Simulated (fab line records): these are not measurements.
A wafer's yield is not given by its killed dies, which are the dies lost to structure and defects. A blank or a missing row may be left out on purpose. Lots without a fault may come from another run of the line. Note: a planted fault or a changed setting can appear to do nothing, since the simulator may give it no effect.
Which tool was responsible? || flow nand_harc || Sampling: 6 lots, 18 wafers, 4 of 1159 route steps

== WHAT THE GAUGES READ, wafer by wafer ==
NHARC_P_STI_INSPECT_25.
{"lot": "L957", "measured": "day 4 02:15", "on": "defect_inspect-02", "raw_defect_count": "234 138 100"}
{"lot": "L959", "measured": "day 4 15:16", "on": "defect_inspect-02", "raw_defect_count": "231 267 242"}
{"lot": "L961", "measured": "day 5 07:37", "on": "defect_inspect-02", "raw_defect_count": "154 191 206"}
{"lot": "L964", "measured": "day 5 18:02", "on": "defect_inspect-02", "raw_defect_count": "102 96 152"}
{"lot": "L972", "measured": "day 8 11:23", "on": "defect_inspect-02", "raw_defect_count": "167 138 163"}
{"lot": "L977", "measured": "day 9 04:20", "on": "defect_inspect-02", "raw_defect_count": "175 290 240"}

== WHICH TOOL RAN EACH LOT (tool, then ch and the chambers of the sampled wafers, then the start) ==
{"lot": "L957", "NHARC_P_ZERO_WELL_DESCUM_39": "rie_diel-07 ch 1,2,3, day 2 04:24", "NHARC_P_ZERO_WELL_IMPLANT_40": "implanter-01 ch 0, day 2 04:34", "NHARC_P_STI_ETCH_31": "rie_diel-06 ch 1,3, day 4 02:15 or earlier"}
{"lot": "L959", "NHARC_P_ZERO_WELL_DESCUM_39": "rie_diel-09 ch 0,2,3, day 2 16:29", "NHARC_P_ZERO_WELL_IMPLANT_40": "implanter-01 ch 0, day 2 16:38", "NHARC_P_STI_ETCH_31": "rie_diel-03 ch 1,2, day 4 15:16 or earlier"}
{"lot": "L961", "NHARC_P_ZERO_WELL_DESCUM_39": "rie_diel-10 ch 0,1,3, day 3 04:41", "NHARC_P_ZERO_WELL_IMPLANT_40": "implanter-01 ch 0, day 3 04:48", "NHARC_P_STI_ETCH_31": "rie_diel-06 ch 0,1,2, day 5 07:37 or earlier"}
{"lot": "L964", "NHARC_P_ZERO_WELL_DESCUM_39": "rie_diel-07 ch 0,3, day 3 22:26", "NHARC_P_ZERO_WELL_IMPLANT_40": "implanter-02 ch 0, day 3 22:38", "NHARC_P_STI_ETCH_31": "rie_diel-03 ch 0,1,3, day 5 18:02 or earlier"}
{"lot": "L972", "NHARC_P_ZERO_WELL_DESCUM_39": "rie_diel-10 ch 1,2,3, day 5 22:21", "NHARC_P_ZERO_WELL_IMPLANT_40": "implanter-02 ch 0, day 5 22:34", "NHARC_P_STI_ETCH_31": "rie_diel-03 ch 1,2,3, day 8 11:23 or earlier"}
{"lot": "L977", "NHARC_P_ZERO_WELL_DESCUM_39": "rie_diel-07 ch 0,2,3, day 7 04:49", "NHARC_P_ZERO_WELL_IMPLANT_40": "implanter-01 ch 0, day 7 04:58", "NHARC_P_STI_ETCH_31": "rie_diel-06 ch 0,1,3, day 9 04:20 or earlier"}
- NHARC_P_ZERO_WELL_DESCUM_39: chemistry O2, time 3 s.
- NHARC_P_ZERO_WELL_IMPLANT_40
- NHARC_P_STI_ETCH_31: etches the open film in CF4/CHF3, target depth 108.9 nm, time 54.5 s.

== THE ANSWER, worked out from the rows above alone ==
Rule: usual is defined by the lots themselves. Put in order of their means at a reading, lots are off if they are a third of the lots or fewer, leave a main group of 4 or more, and stand apart from it by a gap of 3 or more times the standard deviation of the main group's means; of several such gaps the widest counts. A main group is skipped when, at the precision printed for the reading in the tables above, its means are all equal. Also off: a lot with no number at a reading for which 4 or more lots have one. The other lots that the step has rows for count as sound.
Across all readings shown, no lot is off: no conclusion can be drawn from this.

== WHAT WAS PUT IN BY THE SIMULATOR ==
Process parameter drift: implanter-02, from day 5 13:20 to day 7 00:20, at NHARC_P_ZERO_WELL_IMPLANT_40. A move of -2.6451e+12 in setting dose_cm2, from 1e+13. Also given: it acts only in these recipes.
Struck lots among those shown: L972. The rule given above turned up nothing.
